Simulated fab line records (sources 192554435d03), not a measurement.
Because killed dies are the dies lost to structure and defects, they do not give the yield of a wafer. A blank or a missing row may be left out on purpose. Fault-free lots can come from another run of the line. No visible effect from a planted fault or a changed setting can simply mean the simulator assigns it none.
Struck lot and sound lot, side by side || flow n5_finfet || 14 steps out of a route of 1938
Sound: wafers L568.2, L568.4, L568.5. Struck: wafer L578.5. (L578.4, L578.6 of the same lot were not struck and are left out.) The cause comes at the end.
For every step that has rows: the tool of each side, followed by ch and its chambers, followed by its first start. Under that, the readings that differ: sound wafers || struck wafers || difference of the means || sigmas: that difference in standard deviations of wafers without a fault.
alike: readings with means less than 2 such deviations apart, plus words and numbers identical on both sides. not compared: withheld readings, readings lacking a value on some wafer, bounds such as >300 that could conceal the same value, and numbers that have no deviation in the record and whose values overlap.
Wherever a step has rows on one side only, a row that says differs or no value, or a row with sigmas, the two part there. Non-overlapping numbers with no deviation appear without sigmas and do not part them. A reading missing from all wafers of one side parts the sides only when that side holds two or more wafers.

first, 8 steps without rows for these wafers: N5_BEOL_M12_COAT_66 (time 60 s, resist thk 110 nm); N5_BEOL_M12_COAT_22 (resist thk 300 nm); N5_BEOL_M12_EBR_24; N5_BEOL_M12_SOFTBAKE_23 (time 60 s); N5_BEOL_M12_EXPOSE_25 (exposes mask M12); N5_BEOL_M12_PEB_26 (peb time 90 s); N5_BEOL_M12_DEVELOP_27 (develop time 45 s); N5_BEOL_M12_HARDBAKE_32 (time 120 s).
N5_BEOL_M12_CD_MEAS_28 targets a cd of 160.2 nm.
  sound on cd_sem-01 ch 0, day 10 12:55; struck on cd_sem-01 ch 0, day 13 09:49
  alike: cd_nm
N5_BEOL_M12_OVL_MEAS_29:
  sound on overlay-01 ch 0, day 10 12:57; struck on overlay-02 ch 0, day 13 09:50
  alike: M12_OVL
N5_BEOL_M12_INSPECT_30: inspects for defects (macro).
  sound: defect_inspect-02 at day 10 12:59; struck: defect_inspect-01 at day 13 09:52
{"reading": "raw_defect_count", "sound": "0 1 0", "struck": 3, "difference": "+3", "sigmas": "+2"}
N5_BEOL_M12_DESCUM_33: chemistry O2, time 7.9 s.
  sound on rie_diel-04 ch 0,1, day 10 13:34; struck on rie_diel-02 ch 0, day 13 09:54
{"reading": "rf_vpp_V (V)", "sound": "242.9 241.5 243.8", "struck": 245.3, "difference": "+2.6", "sigmas": "+2"}
{"reading": "showerhead_plenum_p_Torr (Torr)", "sound": "2.12 2.07 2.12", "struck": 2.22, "difference": "+0.12", "sigmas": "+2"}
  alike: bias_power_w, drypump_motor_current_A, oes_product_au, throttle_valve_pct
  not compared: rf_hours_counter_h
N5_BEOL_M12_ETCH_67: etches SiARC in CF4, target depth 143 nm, time 238.3 s.
  sound on rie_diel-04 ch 0,1, day 10 13:35; struck on rie_diel-02 ch 0, day 13 09:56
{"reading": "etch_rf_on_time_s (s)", "sound": "240 244 239", "struck": 159, "difference": -82, "sigmas": -20}
{"reading": "oes_product_au (a.u.)", "sound": "0.69 0.60 0.70", "struck": 0.96, "difference": "+0.30", "sigmas": "+4"}
{"reading": "rf_vpp_V (V)", "sound": "183.7 183.4 182.1", "struck": 186.2, "difference": "+3.1", "sigmas": "+3"}
{"reading": "showerhead_plenum_p_Torr (Torr)", "sound": "2.17 2.11 2.17", "struck": 2.27, "difference": "+0.12", "sigmas": "+2"}
  alike: drypump_motor_current_A, throttle_valve_pct
  not compared: rf_hours_counter_h
N5_BEOL_M12_ETCH_68: etches SOC in N2/H2, time 285 s.
  sound on rie_diel-04 ch 0,1, day 10 13:44; struck on rie_diel-02 ch 0, day 13 10:05
{"reading": "showerhead_plenum_p_Torr (Torr)", "sound": "2.57 2.52 2.57", "struck": 2.70, "difference": "+0.15", "sigmas": "+2"}
  alike: drypump_motor_current_A, oes_product_au, rf_vpp_V, throttle_valve_pct
  not compared: rf_hours_counter_h

WHERE THEY PART
First at N5_BEOL_M12_INSPECT_30; last, within this record, at N5_BEOL_M12_ETCH_68.

WHY: what the simulator had put in
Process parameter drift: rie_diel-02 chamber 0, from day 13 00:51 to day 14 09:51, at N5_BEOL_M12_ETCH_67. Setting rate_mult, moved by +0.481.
